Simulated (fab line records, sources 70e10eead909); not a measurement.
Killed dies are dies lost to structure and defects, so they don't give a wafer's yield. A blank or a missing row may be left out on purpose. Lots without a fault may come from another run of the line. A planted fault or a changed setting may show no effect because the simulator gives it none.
A struck lot beside a sound one | flow nand_harc | 14 steps out of a route of 1302
Sound: wafers L172.2, L172.3, L172.4. Struck: wafers L164.3, L164.4, L164.6. The cause comes at the end.
At each step with rows: each side's tool, then ch and its chambers, then its first start. Under that, the readings that differ: sound wafers | struck wafers | difference of the means | sigmas: that difference in standard deviations of wafers without a fault.
alike: readings whose means differ by less than 2 such deviations, and words and numbers that are the same on both sides. not compared: withheld readings, readings that some wafer has no value for, bounds like >300 that may hide the same value, and numbers for which the record gives no deviation and whose values overlap.
The two part at a step that has a row with sigmas, a row that says differs or no value, or rows on one side only. Numbers that don't overlap but have no deviation are shown without sigmas and don't part them. A reading that every wafer of one side lacks parts them only if that side has two wafers or more.

NHARC_A_SOURCE_PLATE_THK_MEAS_06: measures by ellipsometry.
  sound on film_metro-01, day 15 23:59; struck on film_metro-02, day 12 15:07
  alike: thk_nm
NHARC_A_SOURCE_PLATE_INSPECT_08:
  sound on defect_inspect-02, day 16 00:02; struck on defect_inspect-02, day 12 15:13
  alike: raw_defect_count
then, 1 step without rows for these wafers: NHARC_A_ONON_D1_DEP_00 (target thk 1000 nm).
NHARC_A_ONON_D1_THK_MEAS_02: measures by ellipsometry.
  sound on film_metro-01, day 16 00:37; struck on film_metro-01, day 12 15:47
  alike: thk_nm
then, 1 step without rows for these wafers: NHARC_A_ONON_D1_DEP_03 (target thk 1000 nm).
NHARC_A_ONON_D1_THK_MEAS_05: measures by ellipsometry.
  sound on film_metro-02, day 16 01:11; struck on film_metro-01, day 12 16:22
  alike: thk_nm
then, 1 step without rows for these wafers: NHARC_A_ONON_D1_DEP_06 (target thk 1000 nm).
NHARC_A_ONON_D1_THK_MEAS_08: measures by ellipsometry.
  sound on film_metro-02, day 16 01:45; struck on film_metro-02, day 12 16:56
  alike: thk_nm
then, 1 step without rows for these wafers: NHARC_A_ONON_D1_DEP_09 (target thk 1000 nm).
NHARC_A_ONON_D1_THK_MEAS_11: measures by ellipsometry.
  sound on film_metro-02, day 16 02:19; struck on film_metro-01, day 12 17:30
  alike: thk_nm
NHARC_A_ONON_D1_DEP_12: target thk 1000 nm.
  sound on pecvd_onon-02 ch 0, day 16 02:26; struck on pecvd_onon-02 ch 0, day 12 17:40
  alike: sih4_flow_sccm
NHARC_A_ONON_D1_THK_MEAS_14: measures by ellipsometry.
  sound on film_metro-01, day 16 02:53; struck on film_metro-01, day 12 18:04
  reading     | sound       | struck      | difference | sigmas
  thk_nm (nm) | 996 996 994 | 629 631 631 | -365       | -42
then, 1 step without rows for these wafers: NHARC_A_ONON_D1_ANNEAL_15 (time 3600 s).
-- the record jumps here: 17 days lie between the struck wafers' starts before and after (it left off in module A_ONON_D1 and takes up again in module END, whose first step shown is number 1302 of the route) --
NHARC_END_SORT_01:
  the record has rows for the struck wafers here (prober-02 ch 0, day 29 08:18) and none for the sound ones

WHERE THEY PART
First at NHARC_A_ONON_D1_THK_MEAS_14; last, within this record, at NHARC_END_SORT_01.

WHY: what the simulator had put in
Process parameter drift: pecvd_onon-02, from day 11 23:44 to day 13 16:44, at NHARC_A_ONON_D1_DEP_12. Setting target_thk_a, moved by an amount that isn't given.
